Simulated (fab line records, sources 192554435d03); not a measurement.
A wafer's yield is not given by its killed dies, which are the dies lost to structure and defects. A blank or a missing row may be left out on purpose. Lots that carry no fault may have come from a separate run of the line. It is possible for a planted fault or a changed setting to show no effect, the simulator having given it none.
Matching of chambers ; flow n5-finfet ; ald-metal-02 running N5_BEOL_M2_ALD_84: 4 sister chambers
The step deposits TaN, pulse time 2 s, purge time 3 s, co reactant purge time 2 s. 8 wafers are shown with their chamber, then 10 later ones without.

WAFERS WITH THEIR CHAMBER
wafer;chamber;heater-power-w (W)
L078.3;0;418
L083.4;3;521
L083.5;2;328
L089.2;1;370
L089.4;0;415
L089.6;1;367
L091.1;2;330
L091.3;3;512

WAFERS WHOSE CHAMBER IS MISSING
wafer;heater-power-w (W)
L091.6;373
L095.1;416
L095.3;528
L095.6;341
L096.2;516
L096.3;339
L096.5;420
L097.1;413
L097.2;366
L097.3;503

WHICH CHAMBER EACH WENT THROUGH
wafer;from the rows above;in truth
L091.6;1;1
L095.1;0;0
L095.3;3;3
L095.6;2;2
L096.2;3;3
L096.3;2;2
L096.5;0;0
L097.1;0;0
L097.2;1;1
L097.3;3;3
10 of 10 placed correctly. From these rows, 0 cannot be placed. 0 placed wrongly.
How it was worked out, from the rows above alone: a wafer's distance from a chamber is the root of the sum, over the readings, of the square of ((its reading less the chamber's mean) divided by the reading's scatter). If the next closest chamber is less than 2 further off than the closest, the wafer can't be placed; otherwise it belongs to the closest. The mean given for a chamber averages the wafers shown for that chamber. The scatter is the square root of a quotient: the sum, over the shown wafers, of each reading's squared deviation from its chamber's mean, divided by wafers minus chambers.
